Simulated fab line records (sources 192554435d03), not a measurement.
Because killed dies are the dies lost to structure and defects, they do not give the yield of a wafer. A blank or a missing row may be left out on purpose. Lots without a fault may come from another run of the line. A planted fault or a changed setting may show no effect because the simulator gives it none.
Matching of chambers	flow n5-finfet	uv-cure-02 running N5_BEOL_M11_CURE_71: 3 sister chambers
The step cures SiCOH lowk, time 240 s. 3 wafers are shown with their chamber, then 12 later ones without.

== EACH WAFER AND ITS CHAMBER ==
wafer	chamber	wafer_temp_C_max
L087.5	0	386.6
L088.5	2	387.9
L089.4	1	386.5

== WAFERS MISSING THEIR CHAMBER ==
wafer	wafer_temp_C_max
L091.1	386.8
L091.5	386.4
L091.6	386.8
L094.1	386.6
L094.3	386.1
L094.6	386.1
L094.2	386.2
L094.4	386.2
L094.5	386.6
L096.1	387.1
L096.4	387.0
L096.5	386.4

== CHAMBER TAKEN BY EACH ==
wafer	from the rows above	in truth
L091.1	can't be placed: 0 or 1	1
L091.5	can't be placed: 1 or 0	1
L091.6	can't be placed: 0 or 1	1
L094.1	can't be placed: 0 or 1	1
L094.3	can't be placed: 1 or 0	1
L094.6	can't be placed: 1 or 0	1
L094.2	can't be placed: 1 or 0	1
L094.4	can't be placed: 1 or 0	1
L094.5	can't be placed: 0 or 1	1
L096.1	can't be placed: 0 or 1 or 2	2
L096.4	can't be placed: 0 or 1 or 2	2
L096.5	can't be placed: 1 or 0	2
Correct placement for 0 of the 12. From these rows, 12 cannot be placed; in 11 the true chamber is one of the candidates. Wrongly placed: 0.
How it was worked out, from the rows above alone: a wafer's distance from a chamber is the root of the sum, over the readings, of the square of ((its reading less the chamber's mean) divided by the reading's scatter). If the next closest chamber is less than 2 further off than the closest, the wafer can't be placed; otherwise it belongs to the closest. The mean given for a chamber averages the wafers shown for that chamber. The scatter: with one shown wafer a chamber, the root of the mean of the squares of how far each hidden wafer lies from its nearest shown one.
